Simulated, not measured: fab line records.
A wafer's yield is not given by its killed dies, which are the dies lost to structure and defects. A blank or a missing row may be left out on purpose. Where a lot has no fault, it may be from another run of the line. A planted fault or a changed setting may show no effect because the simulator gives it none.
fab line records	flow n5_finfet
record: lots: 7	wafers: 39
route steps=1938 shown BEOL_M13@1659 BEOL_M15@1809
start_h: the number of hours between the record's first day and the start of the first shown wafer of the lot	wait_h: how many hours have passed since the lot's step before this one	" same as the row above	L1.1+2: a single row standing in for several wafers	- no value, or no start given	* or withheld: withheld	< > ~ a bound
route shown NAME@n: names a module that has steps shown in the file, with the first one's number in the route	usual: mean/standard deviation taken from wafers without a fault	same: alike in all rows	chamber/n: place in a boat	sites: per-site readings	_std_site: standard deviation across them	_edge_site: mean of outer sites minus mean of inner sites	radius_mm: how far each site lies from the wafer's centre	mask NAME#n: copy n	behind: the most recent tool/chamber to have shaped the wafer	hold: what put the lot on hold/how long, in hours/how the hold closed	device: names the non-switching transistor (n, p or np)	end of line: the same wafers' tests at the end of the route	step lacking rows: just its recipe	killed: dies that structure and defects cost at the first sort, which is not the same as the wafer's yield	map: the dies of a wafer, with x for killed, . for not killed, _ for no die there
set.NAME: the setting the step ran with; set.NAME@STEP: the setting that earlier step ran with	model.NAME: the simulator's own value behind a step, which no gauge read
lots run with intentionally changed settings; tables by step, rows by wafer
== steps ==
step: N5_BEOL_M13_ILD_DEP_00
recipe: material: SiOC	target_thk_a: 8379.2	temp_c: 350	precursor: DEMS/O2	pressure_torr: 5	rf_w: 500	time_s: 166.4
lot.wafer	tool	chamber	start_h	wait_h	set.target_thk_a	model.SiOC_of_BEOL_M13_ILD_DEP_00.thk_nm
L081.1	pecvd-02	2	278.84	0.0	8379.2	840.8
L081.2	"	0	"	"	8379.2	833.8
L081.3	"	1	"	"	5594	564.8
L081.4	"	0	"	"	8379.2	843.6
L081.5	"	1	"	"	5594	577.2
L081.6	"	2	"	"	5594	566
L083.1	pecvd-03	2	305.50	0.0	8379.2	831
L083.2	"	1	"	"	12520	1243
L083.3	"	0	"	"	12520	1230
L083.4	"	0	"	"	8379.2	839.8
L083.5	"	2	"	"	12520	1256
L083.6	"	1	"	"	8379.2	841.2
L086.1	pecvd-01	1	321.81	0.0	8379.2	829.6
L086.2	"	0	"	"	8379.2	835.8
L086.5	"	1	"	"	8379.2	851.2
L088.1	pecvd-01	1	336.77	0.0	8379.2	830
L088.2	"	0	"	"	10450	1034
L088.3	"	2	"	"	8379.2	834.8
L088.4	"	2	"	"	10450	1052
L088.5	"	1	"	"	10450	1062
L088.6	"	0	"	"	8379.2	843
L094.1	pecvd-03	2	365.34	0.0	8379.2	841.8
L094.2	"	0	"	"	8379.2	840
L094.3	"	1	"	"	8379.2	831
L094.4	"	2	"	"	8379.2	850.6
L094.5	"	1	"	"	8379.2	847.4
L094.6	"	0	"	"	8379.2	857.2
L096.1	pecvd-03	0	377.28	0.0	8379.2	821.4
L096.2	"	1	"	"	8379.2	830.4
L096.3+6	"	1	"	"	11290	1133
L096.4	"	0	"	"	11290	1132
L096.5	"	0	"	"	8379.2	837.2
L097.1	pecvd-02	2	388.37	0.0	8379.2	830
L097.2	"	1	"	"	8379.2	836.2
L097.3	"	0	"	"	8379.2	825.6
L097.4	"	1	"	"	8379.2	850.8
L097.5	"	2	"	"	8379.2	843.4
L097.6	"	0	"	"	8379.2	839.6
step: N5_BEOL_M13_THK_MEAS_01
recipe: reads: SiOC_of_BEOL_M13_ILD_DEP_00
usual: M13_ILD_THK: 836/11
lot.wafer	tool	chamber	start_h	wait_h	set.target_thk_a@BEOL_M13_ILD_DEP_00	M13_ILD_THK[nm]
L081.1	film_metro-02	-	278.99	0.1	8379.2	840
L081.2	"	-	"	"	8379.2	833
L081.3	"	-	"	"	5594	565
L081.4	"	-	"	"	8379.2	844
L081.5	"	-	"	"	5594	578
L081.6	"	-	"	"	5594	566
L083.1	film_metro-01	-	305.65	0.1	8379.2	831
L083.2	"	-	"	"	12520	1242
L083.3	"	-	"	"	12520	1230
L083.4	"	-	"	"	8379.2	839
L083.5	"	-	"	"	12520	1256
L083.6	"	-	"	"	8379.2	841
L086.1	film_metro-02	-	321.96	0.1	8379.2	829
L086.2	"	-	"	"	8379.2	836
L086.5	"	-	"	"	8379.2	851
L088.1	film_metro-02	-	336.92	0.1	8379.2	830
L088.2	"	-	"	"	10450	1034
L088.3	"	-	"	"	8379.2	835
L088.4	"	-	"	"	10450	1053
L088.5	"	-	"	"	10450	1063
L088.6	"	-	"	"	8379.2	843
L094.1	film_metro-02	-	365.49	0.1	8379.2	842
L094.2	"	-	"	"	8379.2	840
L094.3	"	-	"	"	8379.2	831
L094.4	"	-	"	"	8379.2	851
L094.5	"	-	"	"	8379.2	847
L094.6	"	-	"	"	8379.2	858
L096.1	film_metro-01	-	377.49	0.2	8379.2	821
L096.2	"	-	"	"	8379.2	830
L096.3	"	-	"	"	11290	1132
L096.4	"	-	"	"	11290	1133
L096.5	"	-	"	"	8379.2	837
L096.6	"	-	"	"	11290	1132
L097.1	film_metro-02	-	388.52	0.1	8379.2	830
L097.2	"	-	"	"	8379.2	835
L097.3	"	-	"	"	8379.2	825
L097.4	"	-	"	"	8379.2	851
L097.5	"	-	"	"	8379.2	843
L097.6	"	-	"	"	8379.2	840
step: N5_BEOL_M13_COAT_58
recipe: resist: BARC	temp_c: 205	time_s: 60	spin_rpm: 1500	resist_thk_nm: 89
step: N5_BEOL_M13_COAT_04
recipe: spin_rpm: 1625	resist_thk_nm: 400
step: N5_BEOL_M13_DESCUM_15
recipe: chemistry: O2	time_s: 7.9	source_power_w: 50	bias_power_w: 20	pressure_mtorr: 20	rf_frequency_hz: 2.712e+07	temp_c: 40	o2_flow_sccm: 225
step: N5_BEOL_M13_ETCH_59
recipe: chemistry: N2/H2	target: BARC	target_depth_a: 890	overetch_a: 267	time_s: 67.9	ion_energy_ev: 200	pressure_mtorr: 30	source_w: 840	bias_w: 150	n2_flow_sccm: 200	h2_flow_sccm: 200
step: N5_BEOL_M13_VIA_ETCH_16
recipe: chemistry: C4F8/O2/Ar	target: SiOC	pressure_mtorr: 30	source_w: 3000	bias_w: 700	Ar_flow_sccm: 400	C4F8_flow_sccm: 15	O2_flow_sccm: 8	he_inner_torr: 15	he_outer_torr: 30	target_depth_a: 9217	time_s: withheld	ion_energy_ev: 250	ends: cleared
lot.wafer	tool	chamber	start_h	wait_h	set.target_thk_a@BEOL_M13_ILD_DEP_00	model.etch.depth_nm	model.BARC_of_BEOL_M13_COAT_58.thk_nm	model.coat_of_BEOL_M13_COAT_04.thk_nm
L081.1	rie_diel-03	3	279.47	0.0	8379.2	840.7	89	70.8
L081.2	"	2	"	"	8379.2	833.9	89.2	71
L081.3	"	1	"	"	5594	564.7	89.4	153
L081.4	"	0	"	"	8379.2	843.6	89.4	67.4
L081.5	"	1	"	"	5594	577.3	89	148.8
L081.6	"	2	"	"	5594	566	89	148.8
L083.1	rie_diel-04	3	306.14	0.0	8379.2	830.9	89.2	75
L083.2	"	0	"	"	12520	1243	41.4	0
L083.3	"	2	"	"	12520	1230	46.2	0
L083.4	"	3	"	"	8379.2	839.8	89	72.2
L083.5	"	2	"	"	12520	1256	37.4	0
L083.6	"	0	"	"	8379.2	841.3	89.6	70.2
L086.1	rie_diel-03	0	322.44	0.0	8379.2	829.6	89.2	71.2
L086.2	"	3	"	"	8379.2	835.8	89.4	71
L086.5	"	0	"	"	8379.2	851.2	89	65.6
L088.1	rie_diel-03	1	337.41	0.0	8379.2	829.9	89.2	74.6
L088.2	"	0	"	"	10450	1034	89.2	12.2
L088.3	"	2	"	"	8379.2	834.8	89.2	70
L088.4	"	3	"	"	10450	1052	89.2	7.6
L088.5	"	3	"	"	10450	1062	89.4	4.6
L088.6	"	0	"	"	8379.2	842.9	89.4	67.2
L094.1	rie_diel-06	3	365.97	0.0	8379.2	841.8	89.2	69.4
L094.2	"	2	"	"	8379.2	840.1	89.4	70.6
L094.3	"	1	"	"	8379.2	831	89.4	73.8
L094.4	"	0	"	"	8379.2	850.5	89.4	66.8
L094.5	"	3	"	"	8379.2	847.4	89.2	67.6
L094.6	"	0	"	"	8379.2	857.2	89.2	65.2
L096.1	rie_diel-06	2	378.45	0.0	8379.2	821.4	88.8	75
L096.2	"	1	"	"	8379.2	830.3	88.8	71.4
L096.3	"	3	"	"	11290	1133	69.4	0
L096.4	"	0	"	"	11290	1132	71.2	0
L096.5	"	2	"	"	8379.2	837.2	88.8	68.4
L096.6	"	1	"	"	11290	1133	72	0
L097.1	rie_diel-03	1	389.00	0.0	8379.2	830.1	88.8	73.6
L097.2	"	3	"	"	8379.2	836.2	88.8	72.8
L097.3	"	2	"	"	8379.2	825.5	88.8	73.2
L097.4	"	0	"	"	8379.2	850.7	89	66.8
L097.5	"	0	"	"	8379.2	843.5	88.8	68.6
L097.6	"	1	"	"	8379.2	839.7	88.8	70.8
step: N5_BEOL_M13_STRIP_63
recipe: chemistry: N2/H2	power_w: 1000	temp_c: 250	h2_frac: 0.65	overash_fraction: 0.3	pressure_mtorr: 1000	n2_flow_sccm: 1750	h2_flow_sccm: 3250
usual: oes_product_au: 0.675/0.0048	strip_time_to_endpoint_s: 28.0/1
lot.wafer	tool	chamber	start_h	wait_h	set.target_thk_a@BEOL_M13_ILD_DEP_00	oes_product_au	strip_time_to_endpoint_s
L081.1	plasma_asher-02	1	279.71	-	8379.2	0.681	27.9
L081.2	"	0	"	"	8379.2	0.680	27.9
L081.3	"	0	"	"	5594	0.699	50.5
L081.4	"	1	"	"	8379.2	0.672	26.9
L081.5	"	1	"	"	5594	0.702	49.4
L081.6	"	0	"	"	5594	0.702	49.4
L083.1	plasma_asher-01	0	306.38	-	8379.2	0.673	29.1
L083.2	"	1	"	"	12520	0.231	0.0
L083.3	"	1	"	"	12520	0.231	0.0
L083.4	"	0	"	"	8379.2	0.681	28.3
L083.5	"	1	"	"	12520	0.226	0.0
L083.6	"	0	"	"	8379.2	0.682	27.7
L086.1	plasma_asher-01	1	322.67	-	8379.2	0.671	28.0
L086.2	"	0	"	"	8379.2	0.672	27.9
L086.5	"	0	"	"	8379.2	0.676	26.4
L088.1	plasma_asher-01	1	337.65	-	8379.2	0.675	29.0
L088.2	"	0	"	"	10450	0.445	8.5
L088.3	"	0	"	"	8379.2	0.673	27.6
L088.4	"	1	"	"	10450	0.378	6.6
L088.5	"	0	"	"	10450	0.320	5.3
L088.6	"	1	"	"	8379.2	0.678	26.8
L094.1	plasma_asher-01	0	366.20	-	8379.2	0.669	27.5
L094.2	"	1	"	"	8379.2	0.674	27.8
L094.3	"	1	"	"	8379.2	0.681	28.8
L094.4	"	0	"	"	8379.2	0.671	26.7
L094.5	"	1	"	"	8379.2	0.672	27.0
L094.6	"	0	"	"	8379.2	0.666	26.2
L096.1	plasma_asher-02	1	378.68	-	8379.2	0.681	29.1
L096.2	"	0	"	"	8379.2	0.676	28.0
L096.3	"	0	"	"	11290	0.233	0.0
L096.4	"	1	"	"	11290	0.229	0.0
L096.5	"	0	"	"	8379.2	0.674	27.2
L096.6	"	1	"	"	11290	0.226	0.1
L097.1	plasma_asher-02	1	389.24	-	8379.2	0.672	28.7
L097.2	"	0	"	"	8379.2	0.674	28.5
L097.3	"	0	"	"	8379.2	0.674	28.6
L097.4	"	1	"	"	8379.2	0.681	26.7
L097.5	"	1	"	"	8379.2	0.680	27.3
L097.6	"	0	"	"	8379.2	0.671	27.9
step: N5_BEOL_M13_STRIP_64
recipe: chemistry: N2/H2	power_w: 1000	temp_c: 250	h2_frac: 0.65	overash_fraction: 0.3	pressure_mtorr: withheld	n2_flow_sccm: 1750	h2_flow_sccm: 3250
usual: strip_time_to_endpoint_s: 31.32/0.071
lot.wafer	tool	chamber	start_h	wait_h	set.target_thk_a@BEOL_M13_ILD_DEP_00	strip_time_to_endpoint_s
L081.1	plasma_asher-02	1	279.77	0.0	8379.2	31.29
L081.2	"	0	"	"	8379.2	31.37
L081.3	"	0	"	"	5594	31.39
L081.4	"	1	"	"	8379.2	31.43
L081.5	"	1	"	"	5594	31.32
L081.6	"	0	"	"	5594	31.32
L083.1	plasma_asher-01	0	306.44	0.0	8379.2	31.40
L083.2	"	1	"	"	12520	18.89
L083.3	"	1	"	"	12520	20.43
L083.4	"	0	"	"	8379.2	31.33
L083.5	"	1	"	"	12520	17.51
L083.6	"	0	"	"	8379.2	31.51
L086.1	plasma_asher-01	1	322.73	0.0	8379.2	31.39
L086.2	"	0	"	"	8379.2	31.41
L086.5	"	0	"	"	8379.2	31.32
L088.1	plasma_asher-01	1	337.71	0.0	8379.2	31.40
L088.2	"	0	"	"	10450	31.35
L088.3	"	0	"	"	8379.2	31.40
L088.4	"	1	"	"	10450	31.36
L088.5	"	0	"	"	10450	31.41
L088.6	"	1	"	"	8379.2	31.40
L094.1	plasma_asher-01	0	366.26	0.0	8379.2	31.37
L094.2	"	1	"	"	8379.2	31.42
L094.3	"	1	"	"	8379.2	31.41
L094.4	"	0	"	"	8379.2	31.44
L094.5	"	1	"	"	8379.2	31.38
L094.6	"	0	"	"	8379.2	31.36
L096.1	plasma_asher-02	1	378.74	0.0	8379.2	31.27
L096.2	"	0	"	"	8379.2	31.29
L096.3	"	0	"	"	11290	27.50
L096.4	"	1	"	"	11290	28.00
L096.5	"	0	"	"	8379.2	31.27
L096.6	"	1	"	"	11290	28.22
L097.1	plasma_asher-02	1	389.30	0.0	8379.2	31.29
L097.2	"	0	"	"	8379.2	31.26
L097.3	"	0	"	"	8379.2	31.23
L097.4	"	1	"	"	8379.2	31.29
L097.5	"	1	"	"	8379.2	31.26
L097.6	"	0	"	"	8379.2	31.28
step: N5_BEOL_M15_TRENCH_ETCH_34
recipe: chemistry: C4F8/O2/Ar	target: SiO2	target_depth_a: 8729.3	he_inner_torr: 15	he_outer_torr: 30	time_s: 199	ion_energy_ev: 800	pressure_mtorr: 20	source_w: 1905	bias_w: 2040	Ar_flow_sccm: 400	C4F8_flow_sccm: 16	O2_flow_sccm: 12
lot.wafer	tool	chamber	start_h	wait_h	set.time_s	model.etch.depth_nm	model.coat_of_BEOL_M15_COAT_22.thk_nm
L081.1	rie_diel-04	1	295.50	0.0	199	858	549.8
L081.2	"	3	"	"	199	870.6	545.4
L081.3	"	0	"	"	199	885.9	548
L081.4	"	1	"	"	199	859.6	549
L081.5	"	0	"	"	199	878.6	547.4
L081.6	"	3	"	"	199	875.7	545.4
L083.1	rie_diel-06	3	324.88	0.0	199	875.4	538.6
L083.2	"	1	"	"	199	880.2	537.4
L083.3	"	0	"	"	199	883.1	535.2
L083.4	"	2	"	"	199	868.4	543.6
L083.5	"	1	"	"	199	886.4	537
L083.6	"	0	"	"	199	890.2	535.6
L086.1	rie_diel-03	1	336.51	0.0	199	857.3	544
L086.2	"	0	"	"	199	873.7	539.8
L086.5	"	0	"	"	199	880	536.6
L088.1	rie_diel-06	2	354.64	0.0	137.6	600.6	597.2
L088.2	"	0	"	"	199	887.6	537.4
L088.3	"	3	"	"	137.6	610	597.2
L088.4	"	1	"	"	199	878.5	541.2
L088.5	"	3	"	"	137.6	611.3	591.6
L088.6	"	2	"	"	199	864.7	544
L094.1	rie_diel-06	2	378.75	0.0	199	875.6	539.4
L094.2	"	3	"	"	244.6	1067	499.8
L094.3	"	1	"	"	244.6	1086	497.8
L094.4	"	0	"	"	199	878.6	538.2
L094.5	"	3	"	"	244.6	1077	498.4
L094.6	"	2	"	"	199	870.7	539.8
L096.1	rie_diel-04	3	396.13	0.0	264.1	1150	484.2
L096.2	"	1	"	"	199	893.7	533.4
L096.3	"	2	"	"	264.1	1154	487
L096.4	"	0	"	"	199	877.3	539.8
L096.5	"	0	"	"	264.1	1164	485
L096.6	"	1	"	"	199	904.9	533.2
L097.1	rie_diel-06	2	402.21	0.0	199	870.3	545.2
L097.2	"	0	"	"	199	884.4	539.2
L097.3	"	3	"	"	199	870.4	543.6
L097.4	"	1	"	"	199	883.1	542.6
L097.5	"	0	"	"	199	876.5	541.6
L097.6	"	3	"	"	199	868.4	543.8
step: N5_BEOL_M15_STRIP_36
recipe: chemistry: O2	power_w: 600	temp_c: 60	pressure_mtorr: 30	rf_frequency_hz: 6e+07	bias_power_w: 0	overash_fraction: 0.3	o2_flow_sccm: 225
step: N5_BEOL_M15_ECD_47
recipe: material: Cu	target_thk_a: 18600
step: N5_BEOL_M15_ANNEAL_48
recipe: temp_c: 225	time_s: 90	ambient: N2
step: N5_BEOL_M15_CMP_49
recipe: stop_on: SiO2	t_overpolish_s: 4.9	down_force_psi: 2	platen_rpm: 80	clearing_platen_down_force_psi: 2	clearing_platen_rpm: 80	post_cmp_clean: cu_alkaline	target_thk_nm: 850	clearing_platen_pad_velocity_m_s: 1.5917	pad_velocity_m_s: 1.5917
lot.wafer	tool	chamber	start_h	wait_h	set.time_s@BEOL_M15_TRENCH_ETCH_34	model.Cu_of_BEOL_M15_ECD_47.thk_nm
L081.1	cmp-03	0	299.00	0.5	199	834.8
L081.4	"	1	"	"	199	837
L081.2	"	2	"	"	199	849.4
L081.3	"	3	"	"	199	863
L081.5	"	0	"	"	199	856
L081.6	"	1	"	"	199	852.6
L083.1	cmp-03	1	330.17	0.3	199	853
L083.2	"	2	"	"	199	858.6
L083.4	"	3	"	"	199	846.4
L083.3	"	0	"	"	199	860.4
L083.5	"	1	"	"	199	862.4
L083.6	"	2	"	"	199	868.4
L086.2	cmp-03	0	338.50	0.2	199	851.2
L086.1	"	3	"	"	199	835.4
L086.5	"	0	"	"	199	857.4
L088.2	cmp-01	1	359.80	0.2	199	867.2
L088.1	"	2	"	"	137.6	579.2
L088.4	"	3	"	"	199	857
L088.3	"	0	"	"	137.6	587.4
L088.5	"	1	"	"	137.6	590
L088.6	"	2	"	"	199	843.6
L094.4	cmp-02	1	381.47	0.2	199	855.2
L094.2	"	2	"	"	244.6	1043
L094.1	"	3	"	"	199	852
L094.3	"	0	"	"	244.6	1062
L094.6	"	1	"	"	199	848.2
L094.5	"	2	"	"	244.6	1053
L096.3	cmp-03	1	398.73	0.2	264.1	1134
L096.1	"	2	"	"	264.1	1130
L096.4	"	3	"	"	199	856.8
L096.2	"	0	"	"	199	873.4
L096.6	"	1	"	"	199	884.2
L096.5	"	2	"	"	264.1	1143
L097.2	cmp-03	3	405.14	0.2	199	861.2
L097.4	"	0	"	"	199	860.4
L097.3	"	1	"	"	199	848.6
L097.1	"	2	"	"	199	848.2
L097.5	"	3	"	"	199	854.4
L097.6	"	0	"	"	199	845.8
step: N5_BEOL_M15_THK_MEAS_50
recipe: thk_meas_gauge: xrf	reads: Cu_of_BEOL_M15_ECD_47
usual: M15_THK: 843/14
lot.wafer	tool	chamber	start_h	wait_h	set.time_s@BEOL_M15_TRENCH_ETCH_34	M15_THK[nm]
L081.1	film_metro-01	-	299.29	-	199	819
L081.2	"	-	"	"	199	838
L081.3	"	-	"	"	199	852
L081.4	"	-	"	"	199	824
L081.5	"	-	"	"	199	846
L081.6	"	-	"	"	199	839
L083.1	film_metro-02	-	330.46	-	199	855
L083.2	"	-	"	"	199	858
L083.3	"	-	"	"	199	860
L083.4	"	-	"	"	199	843
L083.5	"	-	"	"	199	861
L083.6	"	-	"	"	199	869
L086.1	film_metro-02	-	338.80	-	199	815
L086.2	"	-	"	"	199	837
L086.5	"	-	"	"	199	841
L088.1	film_metro-01	-	360.09	-	137.6	573
L088.2	"	-	"	"	199	861
L088.3	"	-	"	"	137.6	580
L088.4	"	-	"	"	199	848
L088.5	"	-	"	"	137.6	586
L088.6	"	-	"	"	199	835
L094.1	film_metro-02	-	381.77	-	199	842
L094.2	"	-	"	"	244.6	1025
L094.3	"	-	"	"	244.6	1050
L094.4	"	-	"	"	199	845
L094.5	"	-	"	"	244.6	1033
L094.6	"	-	"	"	199	839
L096.1	film_metro-02	-	399.03	-	264.1	1131
L096.2	"	-	"	"	199	869
L096.3	"	-	"	"	264.1	1128
L096.4	"	-	"	"	199	853
L096.5	"	-	"	"	264.1	1134
L096.6	"	-	"	"	199	883
L097.1	film_metro-01	-	405.44	-	199	849
L097.2	"	-	"	"	199	863
L097.3	"	-	"	"	199	850
L097.4	"	-	"	"	199	864
L097.5	"	-	"	"	199	851
L097.6	"	-	"	"	199	842
step: N5_BEOL_M15_PRE_CLEAN_52
recipe: gas: NH3	time_s: 15	temp_c: withheld	rf_power_w: 300
step: N5_BEOL_M15_DEP_53
recipe: material: SiCN	target_thk_a: 500	temp_c: withheld	precursor: 3MS/NH3	pressure_torr: 3	rf_w: 675	time_s: 17.8
step: N5_BEOL_M15_RS_MEAS_54
recipe: thk_meas_gauge: four-point-probe	reads: Cu_of_BEOL_M15_ECD_47+Ta_of_BEOL_M15_SPUTTER_44+TaN_of_BEOL_M15_SPUTTER_43
usual: M15_RS: 0.0215/0.00032
lot.wafer	tool	chamber	start_h	wait_h	set.time_s@BEOL_M15_TRENCH_ETCH_34	M15_RS[ohm/sq]
L081.1	film_metro-01	-	299.72	0.3	199	0.0219
L081.2	"	-	"	"	199	0.0215
L081.3	"	-	"	"	199	0.0212
L081.4	"	-	"	"	199	0.0219
L081.5	"	-	"	"	199	0.0214
L081.6	"	-	"	"	199	0.0214
L083.1	film_metro-02	-	330.59	0.0	199	0.0215
L083.2	"	-	"	"	199	0.0214
L083.3	"	-	"	"	199	0.0212
L083.4	"	-	"	"	199	0.0216
L083.5	"	-	"	"	199	0.0212
L083.6	"	-	"	"	199	0.0211
L086.1	film_metro-01	-	338.93	0.0	199	0.0220
L086.2	"	-	"	"	199	0.0215
L086.5	"	-	"	"	199	0.0213
L088.1	film_metro-02	-	360.25	0.1	137.6	0.0318
L088.2	"	-	"	"	199	0.0211
L088.3	"	-	"	"	137.6	0.0314
L088.4	"	-	"	"	199	0.0214
L088.5	"	-	"	"	137.6	0.0313
L088.6	"	-	"	"	199	0.0217
L094.1	film_metro-02	-	381.90	0.0	199	0.0215
L094.2	"	-	"	"	244.6	0.0175
L094.3	"	-	"	"	244.6	0.0172
L094.4	"	-	"	"	199	0.0214
L094.5	"	-	"	"	244.6	0.0173
L094.6	"	-	"	"	199	0.0216
L096.1	film_metro-02	-	399.19	0.1	264.1	0.0161
L096.2	"	-	"	"	199	0.0210
L096.3	"	-	"	"	264.1	0.0161
L096.4	"	-	"	"	199	0.0214
L096.5	"	-	"	"	264.1	0.0159
L096.6	"	-	"	"	199	0.0207
L097.1	film_metro-01	-	405.57	0.0	199	0.0216
L097.2	"	-	"	"	199	0.0213
L097.3	"	-	"	"	199	0.0215
L097.4	"	-	"	"	199	0.0213
L097.5	"	-	"	"	199	0.0214
L097.6	"	-	"	"	199	0.0217
== key ==
split: step: N5_BEOL_M13_ILD_DEP_00	setting: target_thk_a	stated: 8379.2	by: wafer
response: step: N5_BEOL_M13_ILD_DEP_00	reading: model.SiOC_of_BEOL_M13_ILD_DEP_00.thk_nm	change: +8.36	per: 1%	r: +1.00
response: step: N5_BEOL_M13_THK_MEAS_01	reading: M13_ILD_THK	change: +8.36	per: 1%	r: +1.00
response: step: N5_BEOL_M13_VIA_ETCH_16	reading: model.etch.depth_nm	change: +8.36	per: 1%	r: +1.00
response: step: N5_BEOL_M13_VIA_ETCH_16	reading: model.BARC_of_BEOL_M13_COAT_58.thk_nm	shape: bent	at_lowest: 89.13	at_stated: 89.11	at_highest: 41.67
response: step: N5_BEOL_M13_VIA_ETCH_16	reading: model.coat_of_BEOL_M13_COAT_04.thk_nm	change: -1.92	per: 1%	r: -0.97
response: step: N5_BEOL_M13_STRIP_63	reading: oes_product_au	shape: bent	at_lowest: 0.701	at_stated: 0.675	at_highest: 0.229
response: step: N5_BEOL_M13_STRIP_63	reading: strip_time_to_endpoint_s	shape: bent	at_lowest: *	at_stated: *	at_highest: *
response: step: N5_BEOL_M13_STRIP_64	reading: strip_time_to_endpoint_s	shape: bent	at_lowest: *	at_stated: *	at_highest: *
split: step: N5_BEOL_M15_TRENCH_ETCH_34	setting: time_s	stated: 199	by: wafer
response: step: N5_BEOL_M15_TRENCH_ETCH_34	reading: model.etch.depth_nm	change: +8.47	per: 1%	r: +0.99
response: step: N5_BEOL_M15_TRENCH_ETCH_34	reading: model.coat_of_BEOL_M15_COAT_22.thk_nm	change: -1.67	per: 1%	r: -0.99
response: step: N5_BEOL_M15_CMP_49	reading: model.Cu_of_BEOL_M15_ECD_47.thk_nm	change: +8.48	per: 1%	r: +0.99
response: step: N5_BEOL_M15_THK_MEAS_50	reading: M15_THK	change: +8.38	per: 1%	r: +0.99
response: step: N5_BEOL_M15_RS_MEAS_54	reading: M15_RS	change: -0.000223	per: 1%	r: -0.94
